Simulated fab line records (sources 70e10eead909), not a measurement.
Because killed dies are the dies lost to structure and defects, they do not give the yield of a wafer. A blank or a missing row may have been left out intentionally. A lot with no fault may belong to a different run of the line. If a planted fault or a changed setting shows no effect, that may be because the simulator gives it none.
Chamber matching + flow nand-harc + 4 sister chambers for NHARC_P_M2_ETCH_35 on rie-diel-05
The step etches the open film in N2/H2, target depth 40 nm, overetch 12 nm, time 43.94 s. 7 wafers are shown with their chamber, then 9 later ones without.

== WAFERS, EACH WITH ITS CHAMBER ==
| wafer  | chamber | rf-vpp-V (V) | throttle-valve-pct (%) |
|--------|---------|--------------|------------------------|
| L086.4 | 3       | 429.7        | 14.168                 |
| L086.5 | 2       | 431.3        | 14.179                 |
| L087.2 | 2       | 430.9        | 14.181                 |
| L089.5 | 0       | 435.0        | 14.165                 |
| L091.1 | 0       | 433.0        | 14.171                 |
| L091.2 | 1       | 426.1        | 14.185                 |
| L091.6 | 1       | 428.6        | 14.184                 |

== WAFERS WITH NO CHAMBER GIVEN ==
| wafer  | rf-vpp-V (V) | throttle-valve-pct (%) |
|--------|--------------|------------------------|
| L092.2 | 427.9        | 14.185                 |
| L092.5 | 426.0        | 14.156                 |
| L092.6 | 435.8        | 14.170                 |
| L096.4 | 429.5        | 14.173                 |
| L096.5 | 426.9        | 14.170                 |
| L096.6 | 430.8        | 14.162                 |
| L097.1 | 427.7        | 14.169                 |
| L097.2 | 428.1        | 14.183                 |
| L097.4 | 433.8        | 14.172                 |

== WHICH CHAMBER EACH ONE RAN IN ==
| wafer  | from the rows above          | in truth                   |
|--------|------------------------------|----------------------------|
| L092.2 | 1                            | 1                          |
| L092.5 | 3                            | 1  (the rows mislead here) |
| L092.6 | 0                            | 0                          |
| L096.4 | can't be placed: 3 or 2 or 0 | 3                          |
| L096.5 | 3                            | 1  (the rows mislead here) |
| L096.6 | can't be placed: 3 or 0      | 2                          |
| L097.1 | 3                            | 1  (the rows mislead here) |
| L097.2 | can't be placed: 1 or 2      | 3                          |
| L097.4 | can't be placed: 0 or 3      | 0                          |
Correctly placed: 2 of 9. From these rows, 4 cannot be placed; in 2 the true chamber is one of the candidates. Placed wrongly: 3.
How it was worked out, from the rows above alone: a wafer's distance from a chamber is the root of the sum, over the readings, of the square of ((its reading less the chamber's mean) divided by the reading's scatter). If the next closest chamber is less than 2 further off than the closest, the wafer can't be placed; otherwise it belongs to the closest. For every chamber, the mean is computed from those of its wafers that are shown. The scatter is the square root of a quotient: the sum, over the shown wafers, of each reading's squared deviation from its chamber's mean, divided by wafers minus chambers.
